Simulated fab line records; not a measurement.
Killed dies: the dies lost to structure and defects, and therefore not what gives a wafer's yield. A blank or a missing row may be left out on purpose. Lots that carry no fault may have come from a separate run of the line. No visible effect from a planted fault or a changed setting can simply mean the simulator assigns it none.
Code-filled problem report in 8D (eight disciplines) form / flow n5 finfet / the parts of the form that need people (team, actions taken, sign-off) are left out

## 1. THE PROBLEM
A mean of 1038.9 W is read at N5_BEOL_M1_ETCH_64 for rf fwd power W, taken on 1 wafer of 1 lot, against 836.6 W (standard deviation 2.4) on wafers free of any fault. Measured from the usual mean, that is +84 standard deviations.
The step: etches SOC in N2/H2, target depth 75 nm, overetch 15 nm, time 112.5 s.
Seen first at day 8 09:49 on rie diel-01, wafer L334.2. At this step, 15 wafers from 5 lots have a number in the record. Rule for "out", or "out of limits": more than 4 standard deviations from the usual mean. The other wafers with a number count as sound.

## 2. WHAT IT IS; WHAT IT IS NOT
question=which readings at this step | is=rf fwd power W, rf vpp V | is not=drypump motor current A, oes product au, showerhead plenum p Torr, throttle valve pct
question=which lots | is=L334 | is not=L330, L344, L346, L347
question=which wafers of those lots | is=L334.2 | is not=L334.1, L334.3
question=read on which tools | is=rie diel-01 | is not=rie diel-02, rie diel-06
question=when | is=from day 8 09:49 | is not=up to then (5 sound wafers); but 9 sound wafers of L344, L346, L347 came after

## 3. SUSPECTS, AND WHAT RULES EACH OUT
Counting: a tool at a process step up to the reading stays a suspect if it ran every lot that is out. Sound lots after the first of them don't rule it out here, since some wafers of a struck lot are sound.
- rie diel-01 at N5_BEOL_M1_DESCUM_16 (chemistry O2, time 7 s): kept. It processed L334, the lot that is out, at day 8 09:44, and its most recent sound lot before then was L330 at day 7 13:19.
- rie diel-01 at N5_BEOL_M1_ETCH_74 (etches underlayer in N2/H2, target depth 6.5 nm, time 5.2 s): kept. It processed L334, the lot that is out, at day 8 09:46, and its most recent sound lot before then was L330 at day 7 13:21.
- rie diel-01 at N5_BEOL_M1_ETCH_63 (etches SiARC in CF4, target depth 15.6 nm, time 26 s): kept. It processed L334, the lot that is out, at day 8 09:47, and its most recent sound lot before then was L330 at day 7 13:22.
- rie diel-01 at N5_BEOL_M1_ETCH_64 (etches SOC in N2/H2, target depth 75 nm, overetch 15 nm, time 112.5 s): kept. It processed L334, the lot that is out, at day 8 09:49, and its most recent sound lot before then was L330 at day 7 13:24. On those wafers its own readings are out: rf fwd power W, rf vpp V.
- rie diel-01, N5_BEOL_M1_DESCUM_16: wafers that are out in chamber 3, sound lot-mates in chambers 0, 2.
- rie diel-01, N5_BEOL_M1_ETCH_74: wafers that are out in chamber 3, sound lot-mates in chambers 0, 2.
- rie diel-01, N5_BEOL_M1_ETCH_63: wafers that are out in chamber 3, sound lot-mates in chambers 0, 2.
- rie diel-01, N5_BEOL_M1_ETCH_64: wafers that are out in chamber 3, sound lot-mates in chambers 0, 2.
Left after counting: rie diel-01 at N5_BEOL_M1_DESCUM_16, rie diel-01 at N5_BEOL_M1_ETCH_74, rie diel-01 at N5_BEOL_M1_ETCH_63, rie diel-01 at N5_BEOL_M1_ETCH_64.

## 4. THE CAUSE (what the simulator had put in)
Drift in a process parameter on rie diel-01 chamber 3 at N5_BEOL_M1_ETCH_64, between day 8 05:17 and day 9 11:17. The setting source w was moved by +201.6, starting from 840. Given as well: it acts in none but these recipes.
Counting leaves 4 suspects; this tool is one of them.

## 5. SEQUENCE OF EFFECTS, ordered by route
One row per reading whose mean, taken over the struck wafers that have a number, lies over 3 standard deviations from the usual. Only readings whose record carries a usual standard deviation are examined. hours: median over the lots of the time between each lot's start at the first step of this table that gives one and its start at this step. sigmas: the change, counted in usual standard deviations.
hours=0; step=N5_BEOL_M1_ETCH_64; reading=rf fwd power W; usual=836.6 W; on struck wafers=1038.9; change=+202.3; sigmas=+84
hours=0; step=N5_BEOL_M1_ETCH_64; reading=rf vpp V; usual=524 V; on struck wafers=483; change=-41; sigmas=-14
hours=142; step=N5_PASSIVATION_PROBE_49; reading=sort_bin_8_speed; usual=1 %; on struck wafers=11; change=+10; sigmas=+3.0
hours=142; step=N5_PASSIVATION_PROBE_49; reading=sort n pass; usual=1073; on struck wafers=949; change=-124; sigmas=-3.0
hours=142; step=N5_PASSIVATION_PROBE_49; reading=sort yield pct; usual=91 %; on struck wafers=80; change=-11; sigmas=-3.1
Process steps it contains:
- N5_BEOL_M1_ETCH_64: etches SOC in N2/H2, target depth 75 nm, overetch 15 nm, time 112.5 s.
- N5_PASSIVATION_PROBE_49
At these later measuring or inspecting steps, every struck wafer for which the step has a row has a number for every such reading, and none has moved that far: N5_BEOL_M4_RC_MEAS_101.

## 6. HOW IT WOULD HAVE BEEN CAUGHT EARLIER
5 hours passed between the start of the fault at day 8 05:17 and the first reading out of limits in this record, taken at day 8 09:49.
